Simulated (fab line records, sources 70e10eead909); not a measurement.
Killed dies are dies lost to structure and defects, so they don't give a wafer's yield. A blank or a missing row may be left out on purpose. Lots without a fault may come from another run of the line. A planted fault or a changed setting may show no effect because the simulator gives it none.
Which tool did it? | flow nand_harc | 6 lots, 18 wafers sampled, at 4 steps of a route of 1302

WHAT THE GAUGES READ, wafer by wafer
NHARC_END_SORT_01.
lot  | measured     | on        | killed_at_periphery
L553 | day 27 14:11 | prober-02 | 3 2 1
L556 | day 27 16:14 | prober-01 | 2 0 2
L558 | day 28 18:16 | prober-01 | 4 7 6
L560 | day 29 01:13 | prober-01 | 7 6 12

WHICH TOOL RAN EACH LOT (tool, then ch and the chambers of the sampled wafers, then the start)
lot  | NHARC_A_CHANNEL_HOLE_D2_ETCH_20  | NHARC_A_CHANNEL_HOLE_D2_ETCH_23  | NHARC_A_CHANNEL_FILL_D2_CMP_10
L553 | har_etch-01 ch 0,1, day 14 19:29 | har_etch-01 ch 0,1, day 14 21:01 | cmp-04 ch 0,1,2, day 16 23:53
L556 | har_etch-01 ch 0, day 16 03:52   | har_etch-01 ch 0, day 16 05:16   | cmp-04 ch 1,2,3, day 18 09:28
L558 | har_etch-02 ch 0,1, day 17 10:10 | har_etch-02 ch 0,1, day 17 11:32 | cmp-01 ch 0,1,3, day 19 17:20
L560 | har_etch-02 ch 0,1, day 17 14:17 | har_etch-02 ch 0,1, day 17 15:36 | cmp-04 ch 0,1,3, day 19 20:59
L569 | har_etch-02 ch 1, day 21 20:04   | har_etch-02 ch 1, day 21 21:26   | cmp-04 ch 1,2,3, day 24 02:59
L570 | har_etch-02 ch 0,1, day 22 10:02 | har_etch-02 ch 0,1, day 22 11:22 | cmp-01 ch 1,2,3, day 24 15:11
- NHARC_A_CHANNEL_HOLE_D2_ETCH_20: etches the open film in C4F8/O2/Ar, time 361.9 s, target depth 1600 nm.
- NHARC_A_CHANNEL_HOLE_D2_ETCH_23: etches the open film in C4F8/O2/Ar, time 819 s, target depth 1600 nm.
- NHARC_A_CHANNEL_FILL_D2_CMP_10: polishes, target thk 150 nm.

THE ANSWER, worked out from the rows above alone
Rule: what is usual is taken from the lots themselves. Put in order of their means at a reading, lots are off if they are a third of the lots or fewer, leave a main group of 4 or more, and stand apart from it by a gap of 3 or more times the standard deviation of the main group's means; of several such gaps the widest counts. A main group whose means are all the same, to the digits that the tables above print for the reading, isn't used. A lot without any number at a reading at which 4 lots or more have one is off too. The other lots that the step has rows for count as sound.
No lot is off at any reading shown: from this, nothing can be told.

WHAT THE SIMULATOR HAD PUT IN
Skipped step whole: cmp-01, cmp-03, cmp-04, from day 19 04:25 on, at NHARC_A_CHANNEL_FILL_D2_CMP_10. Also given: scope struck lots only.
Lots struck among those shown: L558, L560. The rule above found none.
